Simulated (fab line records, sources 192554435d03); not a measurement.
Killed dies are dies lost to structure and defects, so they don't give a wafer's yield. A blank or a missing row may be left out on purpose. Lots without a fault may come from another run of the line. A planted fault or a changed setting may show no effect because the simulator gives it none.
Which tool did it? | flow n5_finfet | 12 lots, 30 wafers sampled, at 5 steps of a route of 1938

WHAT THE GAUGES READ, wafer by wafer
N5_BEOL_M3_THK_MEAS_01.
lot  | measured     | on            | M3_ILD_THK (nm)
L772 | day 6 22:48  | film_metro-01 | 79.0 80.2
L771 | day 7 04:53  | film_metro-02 | 77.3 78.3
L774 | day 7 18:06  | film_metro-02 | 78.7 77.7 77.8
L775 | day 8 05:34  | film_metro-01 | 78.7 77.5 80.0
L779 | day 9 00:46  | film_metro-01 | 78.7 79.2 81.1
L786 | day 11 06:05 | film_metro-01 | 80.4 79.7 79.8
L788 | day 11 06:54 | film_metro-01 | 77.8 79.9 80.8
L787 | day 11 07:58 | film_metro-02 | 78.1 77.7
L789 | day 11 12:13 | film_metro-01 | 78.5 79.2 79.5
L792 | day 12 05:41 | film_metro-02 | 80.1 79.8
L793 | day 12 10:14 | film_metro-01 | 80.0 81.4
L794 | day 13 07:53 | film_metro-01 | 78.5 79.9

N5_BEOL_M3_CD_MEAS_28: target cd 25.7 nm, target cd y 23.3 nm.
lot  | measured     | on        | cd_nm (nm)
L772 | day 7 01:11  | cd_sem-03 | 25.92 25.39
L771 | day 7 07:05  | cd_sem-03 | 25.40 25.84
L774 | day 7 20:14  | cd_sem-01 | 25.61 25.70 25.58
L775 | day 8 07:34  | cd_sem-01 | 25.79 25.63 25.78
L779 | day 9 02:35  | cd_sem-03 | 26.24 25.47 25.43
L786 | day 11 07:50 | cd_sem-03 | 25.62 25.79 25.74
L788 | day 11 09:46 | cd_sem-02 | 25.39 25.63 25.60
L787 | day 11 09:50 | cd_sem-03 | 26.10 26.11
L789 | day 11 13:35 | cd_sem-03 | 26.09 25.74 25.62
L792 | day 12 09:20 | cd_sem-02 | 26.16 25.60
L793 | day 12 12:35 | cd_sem-01 | 25.48 25.76
L794 | day 13 10:03 | cd_sem-01 | 25.54 26.28

N5_BEOL_M4_RC_MEAS_101.
lot  | measured     | on        | DIBL_N (mV/V)  | DIBL_P (mV/V)  | IOFF_N (nA/um) | IOFF_P (nA/um) | ION_N (uA/um) | ION_P (uA/um) | SS_N (mV/dec)  | SS_P (mV/dec)  | VT_N (mV)   | VT_P (mV)
L772 | day 7 20:10  | prober-01 | 35.2 36.8      | 35.1 35.2      | 0.17 0.21      | 0.22 0.22      | 691 694       | 472 466       | 70.9 71.7      | 73.1 73.5      | 244 242     | -245 -246
L771 | day 7 22:37  | prober-01 | 37.7 36.3      | 35.8 33.6      | 0.20 0.16      | 0.20 0.16      | 667 675       | 455 452       | 72.2 71.1      | 72.8 72.4      | 249 250     | -252 -255
L774 | day 8 14:39  | prober-01 | 36.7 37.8 34.0 | 37.6 38.4 33.3 | 0.18 0.21 0.13 | 0.24 0.24 0.16 | 670 678 667   | 463 455 459   | 72.8 73.3 72.2 | 73.0 74.1 73.1 | 249 250 257 | -249 -249 -254
L775 | day 9 05:07  | prober-01 | 37.3 32.4 38.7 | 37.2 31.9 39.4 | 0.17 0.11 0.20 | 0.19 0.14 0.25 | 664 654 670   | 446 445 459   | 72.3 70.8 71.8 | 73.7 72.6 74.5 | 251 256 246 | -255 -257 -251
L779 | day 9 20:21  | prober-02 | 35.6 34.8 35.3 | 34.3 33.3 34.1 | 0.16 0.13 0.14 | 0.23 0.22 0.23 | 701 683 686   | 483 475 472   | 71.3 69.7 70.6 | 72.8 72.4 72.8 | 243 248 248 | -245 -248 -247
L786 | day 12 04:15 | prober-01 | 38.6 38.6 35.6 | 39.3 39.2 36.2 | 0.22 0.21 0.17 | 0.24 0.26 0.20 | 685 683 696   | 466 472 474   | 72.4 72.2 71.3 | 73.3 73.0 72.3 | 248 248 248 | -251 -248 -249
L788 | day 12 05:52 | prober-02 | 33.6 35.3 34.5 | 34.1 36.7 37.0 | 0.12 0.14 0.14 | 0.17 0.20 0.21 | 669 647 688   | 457 447 473   | 71.5 71.2 70.9 | 72.7 72.7 73.6 | 255 251 250 | -253 -249 -249
L787 | day 12 08:29 | prober-01 | 34.9 39.8      | 34.7 40.8      | 0.13 0.25      | 0.18 0.29      | 658 683       | 448 465       | 72.0 72.4      | 73.1 74.8      | 254 242     | -253 -246
L789 | day 12 08:45 | prober-02 | 33.8 41.3 34.4 | 34.0 42.8 34.7 | 0.11 0.28 0.13 | 0.18 0.35 0.19 | 664 705 673   | 460 482 464   | 70.7 72.3 70.6 | 72.6 74.6 72.5 | 254 240 252 | -251 -243 -252
L792 | day 13 08:21 | prober-01 | 36.6 37.0      | 36.4 37.0      | 0.14 0.16      | 0.22 0.24      | 661 672       | 458 466       | 71.7 71.4      | 73.2 73.7      | 253 249     | -250 -249
L793 | day 13 13:23 | prober-01 | 34.7 33.0      | 35.0 31.9      | 0.12 0.11      | 0.17 0.15      | 664 663       | 460 464       | 71.2 70.9      | 72.7 71.9      | 254 258     | -253 -256
L794 | day 13 23:28 | prober-01 | 38.3 39.1      | 37.2 37.9      | 0.19 0.21      | 0.21 0.22      | 689 679       | 465 454       | 72.3 73.5      | 74.2 73.3      | 249 246     | -253 -250

WHICH TOOL RAN EACH LOT (tool, then ch and the chambers of the sampled wafers, then the start)
lot  | N5_BEOL_M3_STRIP_66                | N5_BEOL_M3_COAT_76
L772 | rie_diel-02 ch 1,3, day 7 00:31    | litho_track-01 ch 0, day 7 00:47
L771 | rie_diel-01 ch 0,2, day 7 06:19    | litho_track-01 ch 0, day 7 06:48
L774 | rie_diel-06 ch 2,3, day 7 19:40    | litho_track-05 ch 0, day 7 19:57
L775 | rie_diel-06 ch 0,3, day 8 07:02    | litho_track-05 ch 0, day 8 07:17
L779 | rie_diel-06 ch 0,1,2, day 9 01:55  | litho_track-05 ch 0, day 9 02:11
L786 | rie_diel-02 ch 1,2, day 11 07:14   | litho_track-04 ch 0, day 11 07:30
L788 | rie_diel-01 ch 2,3, day 11 09:06   | litho_track-04 ch 0, day 11 09:22
L787 | rie_diel-06 ch 2, day 11 09:10     | litho_track-01 ch 0, day 11 09:27
L789 | rie_diel-01 ch 1,2,3, day 11 13:03 | litho_track-01 ch 0, day 11 13:19
L792 | rie_diel-06 ch 0,1, day 12 08:40   | litho_track-05 ch 0, day 12 08:55
L793 | rie_diel-02 ch 0,1, day 12 11:44   | litho_track-05 ch 0, day 12 12:10
L794 | rie_diel-06 ch 0,3, day 13 09:17   | litho_track-01 ch 0, day 13 09:39
- N5_BEOL_M3_STRIP_66: strips in CF4.
- N5_BEOL_M3_COAT_76: time 60 s, resist thk 5 nm.

WHAT THE TOOLS THEMSELVES READ (means of the sampled wafers that have a number; where no wafer has one, the mark that the record gives instead)
N5_BEOL_M3_STRIP_66.
lot  | tool        | drypump_motor_current_A (A) | oes_product_au (a.u.) | rf_vpp_V (V) | showerhead_plenum_p_Torr (Torr) | throttle_valve_pct (%)
L772 | rie_diel-02 | 5.8                         | 0.71                  | 270.5        | 1.77                            | 13.70
L771 | rie_diel-01 | 5.6                         | 0.78                  | 270.9        | 1.79                            | 13.80
L774 | rie_diel-06 | 5.0                         | 0.75                  | 270.1        | 1.74                            | 13.94
L775 | rie_diel-06 | 5.1                         | 0.70                  | 270.8        | 1.76                            | 13.96
L779 | rie_diel-06 | 5.4                         | 0.76                  | 271.7        | 1.83                            | 13.55
L786 | rie_diel-02 | 5.7                         | 0.85                  | 271.9        | 1.80                            | 13.25
L788 | rie_diel-01 | 5.6                         | 0.69                  | 271.1        | 1.75                            | 13.95
L787 | rie_diel-06 | 5.0                         | 0.83                  | 271.8        | 1.79                            | 13.39
L789 | rie_diel-01 | 5.5                         | 0.70                  | 271.2        | 1.79                            | 13.88
L792 | rie_diel-06 | 5.7                         | 0.69                  | 272.4        | 1.84                            | 13.70
L793 | rie_diel-02 | 5.9                         | 0.75                  | 271.1        | 1.81                            | 13.63
L794 | rie_diel-06 | 5.1                         | 0.85                  | 273.3        | 1.89                            | 13.63

N5_BEOL_M3_COAT_76.
lot  | tool           | spin_speed_rpm (rpm)
L772 | litho_track-01 | 1500.4
L771 | litho_track-01 | 1500.5
L774 | litho_track-05 | 1500.5
L775 | litho_track-05 | 1460.5
L779 | litho_track-05 | 1460.0
L786 | litho_track-04 | 1499.6
L788 | litho_track-04 | 1501.0
L787 | litho_track-01 | 1500.0
L789 | litho_track-01 | 1500.8
L792 | litho_track-05 | 1500.0
L793 | litho_track-05 | 1500.3
L794 | litho_track-01 | 1500.7

THE ANSWER, worked out from the rows above alone
Rule: what is usual is taken from the lots themselves. Put in order of their means at a reading, lots are off if they are a third of the lots or fewer, leave a main group of 4 or more, and stand apart from it by a gap of 3 or more times the standard deviation of the main group's means; of several such gaps the widest counts. A main group whose means are all the same, to the digits that the tables above print for the reading, isn't used. A lot without any number at a reading at which 4 lots or more have one is off too. The other lots that the step has rows for count as sound. The gauges are gone through in route order, then the tools' own readings, and for those a lot's mean is taken as printed above. The first step at which some lot is off is used, and at that step the reading that is off furthest; a lot without a number counts as furthest.
Off: L775, L779, at N5_BEOL_M3_COAT_76 (spin_speed_rpm). The main group: mean 1500.4 rpm, standard deviation 0.4.
A tool fits if, at that step or a process step before it, it ran every lot that is off, and no sound lot after the first of them. None of those tried fits.

WHAT THE SIMULATOR HAD PUT IN
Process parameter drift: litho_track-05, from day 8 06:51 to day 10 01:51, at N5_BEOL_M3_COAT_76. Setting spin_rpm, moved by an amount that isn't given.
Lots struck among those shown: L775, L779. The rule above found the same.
